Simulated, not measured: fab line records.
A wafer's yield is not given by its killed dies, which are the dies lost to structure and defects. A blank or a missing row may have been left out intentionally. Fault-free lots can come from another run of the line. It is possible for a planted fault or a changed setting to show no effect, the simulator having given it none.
Chamber matching | flow nand harc | NHARC_A_ONON_D1_DEP_33 on pecvd-02: 3 sister chambers
The step deposits SiO2, target thk 200 nm. 6 wafers are shown with their chamber, then 9 later ones without.

## WAFERS PAIRED WITH THEIR CHAMBERS
wafer  | chamber | throttle valve pct (%) | heater power w (W)
L994.1 | 2       | 15.2                   | 559
L994.5 | 1       | 15.5                   | 490
L994.6 | 0       | 16.5                   | 616
L997.4 | 0       | 16.5                   | 591
L997.5 | 1       | 15.7                   | 480
L997.6 | 2       | 15.4                   | 484

## WAFERS WITH NO CHAMBER GIVEN
wafer  | throttle valve pct (%) | heater power w (W)
L998.3 | 16.0                   | 475
L998.5 | 16.6                   | 706
L998.6 | 15.6                   | 477
L100.3 | 16.7                   | 697
L100.5 | 16.0                   | 515
L100.6 | 15.3                   | 506
L104.2 | 16.4                   | 726
L104.3 | 15.6                   | 410
L104.5 | 15.8                   | 419

## WHICH CHAMBER EACH ONE RAN IN
wafer  | from the rows above     | in truth
L998.3 | 1                       | 1
L998.5 | 0                       | 0
L998.6 | 1                       | 1
L100.3 | 0                       | 0
L100.5 | can't be placed: 1 or 0 | 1
L100.6 | 2                       | 2
L104.2 | 0                       | 0
L104.3 | can't be placed: 1 or 2 | 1
L104.5 | 1                       | 1
Placed correctly: 7 of 9. Can't be placed from these rows: 2 (the true chamber is among the candidates in 2). Wrongly placed: 0.
How it was worked out, from the rows above alone: a wafer's distance from a chamber is the root of the sum, over the readings, of the square of ((its reading less the chamber's mean) divided by the reading's scatter). The wafer belongs to the nearest chamber; if the next one is less than 2 further off, it can't be placed. A chamber's mean is the mean of its shown wafers. How the scatter is found: for the shown wafers, subtract from each reading the mean of its chamber, square and add these, divide the total by (wafers less chambers), then take the root.
